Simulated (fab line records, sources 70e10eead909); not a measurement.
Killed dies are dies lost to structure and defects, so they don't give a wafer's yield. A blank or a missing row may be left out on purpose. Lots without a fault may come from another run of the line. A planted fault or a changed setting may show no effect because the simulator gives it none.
Which tool did it? | flow nand_harc | 24 lots, 72 wafers sampled, at 4 steps of a route of 1302

WHAT THE GAUGES READ, wafer by wafer
NHARC_A_M1_INSPECT_11. Usual: raw_defect_count 82, standard deviation 42.
lot  | measured     | on                | raw_defect_count | flag
L076 | day 23 03:25 | defect_inspect-02 | 91 69 61         |
L075 | day 23 05:04 | defect_inspect-01 | 70 67 72         |
L074 | day 23 09:23 | defect_inspect-01 | 15 22 24         |
L079 | day 25 12:23 | defect_inspect-01 | 53 68 69         |
L078 | day 25 15:19 | defect_inspect-01 | 155 132 140      |
L081 | day 25 20:05 | defect_inspect-02 | 68 46 49         |
L077 | day 25 20:50 | defect_inspect-02 | 23 22 32         |
L080 | day 25 21:57 | defect_inspect-01 | 142 142 165      |
L082 | day 26 07:56 | defect_inspect-02 | 172 172 139      |
L083 | day 26 22:19 | defect_inspect-01 | 75 67 81         |
L084 | day 27 16:03 | defect_inspect-01 | 66 57 53         |
L085 | day 28 06:13 | defect_inspect-01 | 44 33 53         |
L088 | day 28 20:06 | defect_inspect-02 | 72 79 75         |
L087 | day 28 23:50 | defect_inspect-01 | 83 75 77         |
L089 | day 29 02:15 | defect_inspect-01 | 105 68 83        |
L086 | day 29 04:55 | defect_inspect-02 | 71 104 74        |
L090 | day 29 08:43 | defect_inspect-02 | 99 97 111        |
L092 | day 29 23:47 | defect_inspect-02 | 82 79 82         |
L091 | day 30 11:01 | defect_inspect-02 | 148 147 158      |
L094 | day 30 16:58 | defect_inspect-01 | 140 117 130      |
L093 | day 30 21:16 | defect_inspect-02 | 36 32 41         |
L095 | day 32 03:21 | defect_inspect-02 | 112 119 102      |
L096 | day 32 04:44 | defect_inspect-01 | 22 18 17         |
L097 | day 32 15:09 | defect_inspect-01 | 55 60 67         |

NHARC_A_M1_INSPECT_27. Usual: raw_defect_count 515, standard deviation 110.
lot  | measured     | on                | raw_defect_count | flag
L076 | day 23 06:04 | defect_inspect-02 | 401 392 410      |
L075 | day 23 07:49 | defect_inspect-02 | 573 449 544      |
L074 | day 23 12:01 | defect_inspect-02 | 357 349 422      |
L079 | day 25 15:01 | defect_inspect-01 | 474 504 485      |
L078 | day 25 18:02 | defect_inspect-01 | 525 517 450      |
L081 | day 25 22:51 | defect_inspect-02 | 450 538 457      |
L077 | day 25 23:28 | defect_inspect-02 | 589 516 525      |
L080 | day 26 00:35 | defect_inspect-01 | 540 499 454      |
L082 | day 26 10:35 | defect_inspect-02 | 620 690 960      |
L083 | day 27 00:57 | defect_inspect-01 | 385 523 444      |
L084 | day 27 18:41 | defect_inspect-02 | 510 422 571      |
L085 | day 28 08:51 | defect_inspect-01 | 416 362 442      |
L088 | day 28 22:46 | defect_inspect-02 | 480 422 541      |
L087 | day 29 02:28 | defect_inspect-01 | 551 397 544      |
L089 | day 29 04:53 | defect_inspect-01 | 621 510 600      |
L086 | day 29 07:33 | defect_inspect-02 | 636 583 513      |
L090 | day 29 11:22 | defect_inspect-02 | 496 375 471      |
L092 | day 30 02:26 | defect_inspect-01 | 582 446 508      |
L091 | day 30 13:41 | defect_inspect-02 | 614 497 752      |
L094 | day 30 19:36 | defect_inspect-01 | 472 458 550      |
L093 | day 30 23:53 | defect_inspect-01 | 663 422 408      |
L095 | day 32 06:02 | defect_inspect-01 | 531 652 511      |
L096 | day 32 09:05 | defect_inspect-01 | 456 435 456      |
L097 | day 32 17:46 | defect_inspect-01 | 431 458 416      |

WHICH TOOL RAN EACH LOT (tool, then ch and the chambers of the sampled wafers, then the start)
lot  | NHARC_A_M1_DESCUM_14               | NHARC_A_M1_ETCH_15
L076 | rie_diel-05 ch 0,1,3, day 23 03:30 | rie_diel-05 ch 1,2, day 23 06:04 or earlier
L075 | rie_diel-07 ch 1,2,3, day 23 05:08 | rie_diel-07 ch 0,3, day 23 07:49 or earlier
L074 | rie_diel-12 ch 1,2,3, day 23 09:28 | rie_diel-12 ch 1,2,3, day 23 12:01 or earlier
L079 | rie_diel-07 ch 0,1,3, day 25 12:27 | rie_diel-07 ch 0,3, day 25 15:01 or earlier
L078 | rie_diel-12 ch 0,1, day 25 15:22   | rie_diel-12 ch 0,1,2, day 25 18:02 or earlier
L081 | rie_diel-05 ch 2,3, day 25 20:09   | rie_diel-05 ch 1,2, day 25 22:51 or earlier
L077 | rie_diel-05 ch 1,2, day 25 20:54   | rie_diel-05 ch 0,3, day 25 23:28 or earlier
L080 | rie_diel-05 ch 0,2, day 25 22:01   | rie_diel-05 ch 1,2,3, day 26 00:35 or earlier
L082 | rie_diel-05 ch 0,1,3, day 26 08:01 | rie_diel-05 ch 0,1,3, day 26 10:35 or earlier
L083 | rie_diel-07 ch 1,3, day 26 22:23   | rie_diel-07 ch 2,3, day 27 00:57 or earlier
L084 | rie_diel-07 ch 0,1, day 27 16:07   | rie_diel-07 ch 0,2,3, day 27 18:41 or earlier
L085 | rie_diel-05 ch 0,2,3, day 28 06:18 | rie_diel-05 ch 0,3, day 28 08:51 or earlier
L088 | rie_diel-05 ch 0,2, day 28 20:10   | rie_diel-05 ch 0,1,3, day 28 22:46 or earlier
L087 | rie_diel-05 ch 0,1,2, day 28 23:55 | rie_diel-05 ch 2,3, day 29 02:28 or earlier
L089 | rie_diel-05 ch 1,3, day 29 02:19   | rie_diel-05 ch 0,1,2, day 29 04:53 or earlier
L086 | rie_diel-05 ch 0,2, day 29 04:59   | rie_diel-05 ch 1,2,3, day 29 07:33 or earlier
L090 | rie_diel-05 ch 1,2,3, day 29 08:47 | rie_diel-05 ch 0,1,2, day 29 11:22 or earlier
L092 | rie_diel-05 ch 2,3, day 29 23:51   | rie_diel-05 ch 0,1,3, day 30 02:26 or earlier
L091 | rie_diel-07 ch 1,2, day 30 11:05   | rie_diel-07 ch 0,1, day 30 13:41 or earlier
L094 | rie_diel-05 ch 0,2,3, day 30 17:02 | rie_diel-05 ch 0,1,3, day 30 19:36 or earlier
L093 | rie_diel-07 ch 0,1,3, day 30 21:20 | rie_diel-07 ch 1,3, day 30 23:53 or earlier
L095 | rie_diel-05 ch 1,2,3, day 32 03:25 | rie_diel-05 ch 0,1, day 32 06:02 or earlier
L096 | rie_diel-07 ch 0,1,2, day 32 04:48 | rie_diel-07 ch 1,2,3, day 32 09:05 or earlier
L097 | rie_diel-07 ch 1,2, day 32 15:13   | rie_diel-07 ch 1,2,3, day 32 17:46 or earlier
- NHARC_A_M1_DESCUM_14: chemistry O2, time 3 s.
- NHARC_A_M1_ETCH_15: etches the open film in C4F8/Ar, target depth 182.5 nm, time 91.2 s.

WHAT THE TOOLS THEMSELVES READ (means of the sampled wafers that have a number; where no wafer has one, the mark that the record gives instead)
NHARC_A_M1_DESCUM_14. Usual: drypump_motor_current_A 5.74 A, standard deviation 0.27; oes_product_au 1.001 a.u., standard deviation 0.013; rf_vpp_V 57.9 V, standard deviation 0.96; showerhead_plenum_p_Torr 1.96 Torr, standard deviation 0.057; throttle_valve_pct 11.312 %, standard deviation 0.0092.
lot  | tool        | drypump_motor_current_A (A) | oes_product_au (a.u.) | rf_vpp_V (V) | showerhead_plenum_p_Torr (Torr) | throttle_valve_pct (%) | flag
L076 | rie_diel-05 | 5.59                        | 1.009                 | 58.4         | 1.95                            | 11.314                 |
L075 | rie_diel-07 | 6.06                        | 0.997                 | 58.0         | 1.98                            | 11.311                 |
L074 | rie_diel-12 | 5.47                        | 1.002                 | 57.8         | 1.90                            | 11.308                 |
L079 | rie_diel-07 | 5.82                        | 1.007                 | 57.3         | 1.96                            | 11.306                 |
L078 | rie_diel-12 | 5.40                        | 1.004                 | 57.1         | 1.83                            | 11.306                 |
L081 | rie_diel-05 | 5.53                        | 0.999                 | 58.1         | 1.93                            | 11.313                 |
L077 | rie_diel-05 | 5.84                        | 0.998                 | 58.2         | 2.00                            | 11.308                 |
L080 | rie_diel-05 | 5.80                        | 1.008                 | 57.3         | 2.01                            | 11.309                 |
L082 | rie_diel-05 | 5.60                        | 1.002                 | 57.8         | 1.95                            | 11.309                 |
L083 | rie_diel-07 | 6.03                        | 0.996                 | 57.0         | 2.00                            | 11.305                 |
L084 | rie_diel-07 | 5.70                        | 0.998                 | 57.6         | 1.95                            | 11.318                 |
L085 | rie_diel-05 | 5.63                        | 0.998                 | 58.0         | 1.96                            | 11.307                 |
L088 | rie_diel-05 | 5.73                        | 1.014                 | 57.2         | 2.00                            | 11.310                 |
L087 | rie_diel-05 | 5.77                        | 1.008                 | 57.8         | 1.99                            | 11.317                 |
L089 | rie_diel-05 | 5.67                        | 0.993                 | 56.5         | 1.94                            | 11.311                 |
L086 | rie_diel-05 | 5.81                        | 1.006                 | 57.8         | 2.00                            | 11.308                 |
L090 | rie_diel-05 | 5.67                        | 0.987                 | 58.8         | 1.95                            | 11.309                 |
L092 | rie_diel-05 | 5.52                        | 1.003                 | 57.3         | 1.92                            | 11.315                 |
L091 | rie_diel-07 | 6.09                        | 1.007                 | 59.2         | 2.02                            | 11.310                 |
L094 | rie_diel-05 | 5.62                        | 1.004                 | 57.0         | 1.96                            | 11.310                 |
L093 | rie_diel-07 | 5.83                        | 0.995                 | 58.6         | 1.96                            | 11.305                 |
L095 | rie_diel-05 | 5.68                        | 0.994                 | 57.2         | 1.95                            | 11.312                 |
L096 | rie_diel-07 | 5.88                        | 0.997                 | 58.9         | 1.98                            | 11.318                 |
L097 | rie_diel-07 | 6.12                        | 1.002                 | 57.6         | 2.00                            | 11.308                 |

NHARC_A_M1_ETCH_15. Usual: oes_product_au 0.951 a.u., standard deviation 0.026; rf_vpp_V 442.2 V, standard deviation 1.7.
lot  | tool        | oes_product_au (a.u.) | rf_vpp_V (V) | flag
L076 | rie_diel-05 | 0.930                 | 442.2        |
L075 | rie_diel-07 | 0.951                 | 441.1        |
L074 | rie_diel-12 | 0.972                 | 439.9        |
L079 | rie_diel-07 | 0.931                 | 440.8        |
L078 | rie_diel-12 | 0.976                 | 439.0        |
L081 | rie_diel-05 | 0.968                 | 443.1        |
L077 | rie_diel-05 | 0.989                 | 441.5        |
L080 | rie_diel-05 | 0.957                 | 442.2        |
L082 | rie_diel-05 | 0.959                 | 441.3        |
L083 | rie_diel-07 | 0.975                 | 442.2        |
L084 | rie_diel-07 | 0.972                 | 442.4        |
L085 | rie_diel-05 | 0.931                 | 441.7        |
L088 | rie_diel-05 | 0.936                 | 441.9        |
L087 | rie_diel-05 | 0.971                 | 441.4        |
L089 | rie_diel-05 | 0.965                 | 443.0        |
L086 | rie_diel-05 | 0.965                 | 442.0        |
L090 | rie_diel-05 | 0.924                 | 442.9        |
L092 | rie_diel-05 | 0.927                 | 442.3        |
L091 | rie_diel-07 | 0.916                 | 443.4        |
L094 | rie_diel-05 | 0.926                 | 441.7        |
L093 | rie_diel-07 | 0.962                 | 444.0        |
L095 | rie_diel-05 | 0.971                 | 441.9        |
L096 | rie_diel-07 | 0.925                 | 441.8        |
L097 | rie_diel-07 | 0.922                 | 444.6        |

THE ANSWER, worked out from the rows above alone
Rule: a lot is off if the mean of its wafers that have a number lies more than 3 standard deviations from the usual mean. A lot without any number at a reading at which 4 lots or more have one is off too. The other lots that the step has rows for count as sound. The gauges are gone through in route order, then the tools' own readings, and for those a lot's mean is taken as printed above. The first step at which some lot is off is used, and at that step the reading that is off furthest; a lot without a number counts as furthest.
No lot is off at any reading shown: from this, nothing can be told.

WHAT THE SIMULATOR HAD PUT IN
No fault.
